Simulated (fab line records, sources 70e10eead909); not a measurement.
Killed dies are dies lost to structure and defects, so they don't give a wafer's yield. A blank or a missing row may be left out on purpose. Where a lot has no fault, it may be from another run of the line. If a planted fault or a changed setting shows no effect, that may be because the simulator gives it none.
Chamber matching || flow nand-harc || ald-hk-04 running NHARC_A_CHANNEL_FILL_D1_ALD_25: 4 sister chambers
The step deposits SiOx, target thk 60 nm, pulse time 10 s, ald cycles 600. 22 wafers are shown with their chamber, then 11 later ones without.

WAFERS PAIRED WITH THEIR CHAMBERS
{"wafer": "L078.2", "chamber": 0, "heater-power-w (W)": 484, "precursor-pulse-height-rel": 1.020}
{"wafer": "L078.3", "chamber": 3, "heater-power-w (W)": 479, "precursor-pulse-height-rel": 0.989}
{"wafer": "L078.5", "chamber": 1, "heater-power-w (W)": 519, "precursor-pulse-height-rel": 1.004}
{"wafer": "L074.1", "chamber": 3, "heater-power-w (W)": 472, "precursor-pulse-height-rel": 0.995}
{"wafer": "L074.2", "chamber": 0, "heater-power-w (W)": 488, "precursor-pulse-height-rel": 0.982}
{"wafer": "L074.5", "chamber": 0, "heater-power-w (W)": 466, "precursor-pulse-height-rel": 0.965}
{"wafer": "L082.2", "chamber": 3, "heater-power-w (W)": 469, "precursor-pulse-height-rel": 1.013}
{"wafer": "L082.4", "chamber": 2, "heater-power-w (W)": 455, "precursor-pulse-height-rel": 1.049}
{"wafer": "L082.6", "chamber": 2, "heater-power-w (W)": 456, "precursor-pulse-height-rel": 1.027}
{"wafer": "L083.1", "chamber": 2, "heater-power-w (W)": 450, "precursor-pulse-height-rel": 1.011}
{"wafer": "L083.4", "chamber": 3, "heater-power-w (W)": 484, "precursor-pulse-height-rel": 1.004}
{"wafer": "L083.3", "chamber": 1, "heater-power-w (W)": 522, "precursor-pulse-height-rel": 1.032}
{"wafer": "L085.3", "chamber": 0, "heater-power-w (W)": 480, "precursor-pulse-height-rel": 0.992}
{"wafer": "L085.1", "chamber": 2, "heater-power-w (W)": 465, "precursor-pulse-height-rel": 0.980}
{"wafer": "L085.6", "chamber": 1, "heater-power-w (W)": 534, "precursor-pulse-height-rel": 0.986}
{"wafer": "L086.1", "chamber": 1, "heater-power-w (W)": 519, "precursor-pulse-height-rel": 1.009}
{"wafer": "L086.2", "chamber": 2, "heater-power-w (W)": 458, "precursor-pulse-height-rel": 1.052}
{"wafer": "L086.3", "chamber": 3, "heater-power-w (W)": 488, "precursor-pulse-height-rel": 1.007}
{"wafer": "L086.4", "chamber": 0, "heater-power-w (W)": 484, "precursor-pulse-height-rel": 1.006}
{"wafer": "L086.5", "chamber": 3, "heater-power-w (W)": 475, "precursor-pulse-height-rel": 0.962}
{"wafer": "L086.6", "chamber": 0, "heater-power-w (W)": 485, "precursor-pulse-height-rel": 0.998}
{"wafer": "L090.3", "chamber": 0, "heater-power-w (W)": 486, "precursor-pulse-height-rel": 1.010}

SIGNATURES (averages over the wafers above)
{"reading": "heater-power-w", "chamber 0": 481.86, "chamber 1": 523.50, "chamber 2": 456.80, "chamber 3": 477.83, "scatter within a chamber": 6.93}
{"reading": "precursor-pulse-height-rel", "chamber 0": 0.99614, "chamber 1": 1.00775, "chamber 2": 1.02380, "chamber 3": 0.99500, "scatter within a chamber": 0.0215}
Rule: a wafer lies at a distance from a chamber equal to the root of the sum of squares, over the readings, of (its reading less the chamber's mean, divided by the reading's scatter). The wafer belongs to the nearest chamber; if the next one is less than 2 further off, it can't be placed. How the scatter is found: for the shown wafers, subtract from each reading the mean of its chamber, square and add these, divide the total by (wafers less chambers), then take the root.

WAFERS WITH NO CHAMBER GIVEN
{"wafer": "L090.4", "heater-power-w (W)": 481, "precursor-pulse-height-rel": 0.992}
{"wafer": "L090.1", "heater-power-w (W)": 449, "precursor-pulse-height-rel": 0.983}
{"wafer": "L093.2", "heater-power-w (W)": 455, "precursor-pulse-height-rel": 1.029}
{"wafer": "L093.4", "heater-power-w (W)": 538, "precursor-pulse-height-rel": 0.946}
{"wafer": "L093.5", "heater-power-w (W)": 492, "precursor-pulse-height-rel": 1.012}
{"wafer": "L094.2", "heater-power-w (W)": 546, "precursor-pulse-height-rel": 0.980}
{"wafer": "L094.1", "heater-power-w (W)": 454, "precursor-pulse-height-rel": 0.996}
{"wafer": "L094.3", "heater-power-w (W)": 481, "precursor-pulse-height-rel": 1.014}
{"wafer": "L096.3", "heater-power-w (W)": 480, "precursor-pulse-height-rel": 0.963}
{"wafer": "L096.4", "heater-power-w (W)": 458, "precursor-pulse-height-rel": 1.024}
{"wafer": "L096.6", "heater-power-w (W)": 489, "precursor-pulse-height-rel": 0.995}

EACH ONE'S CHAMBER
{"wafer": "L090.4", "from the rows above": "can't be placed: 0 or 3", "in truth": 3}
{"wafer": "L090.1", "from the rows above": "can't be placed: 2 or 3", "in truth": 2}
{"wafer": "L093.2", "from the rows above": 2, "in truth": 2}
{"wafer": "L093.4", "from the rows above": 1, "in truth": 1}
{"wafer": "L093.5", "from the rows above": "can't be placed: 0 or 3", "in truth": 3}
{"wafer": "L094.2", "from the rows above": 1, "in truth": 1}
{"wafer": "L094.1", "from the rows above": 2, "in truth": 2}
{"wafer": "L094.3", "from the rows above": "can't be placed: 0 or 3", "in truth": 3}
{"wafer": "L096.3", "from the rows above": "can't be placed: 3 or 0", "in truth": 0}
{"wafer": "L096.4", "from the rows above": 2, "in truth": 2}
{"wafer": "L096.6", "from the rows above": "can't be placed: 0 or 3", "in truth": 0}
5 of 11 placed correctly. Can't be placed from these rows: 6 (the true chamber is among the candidates in 6). Number placed wrongly: 0.
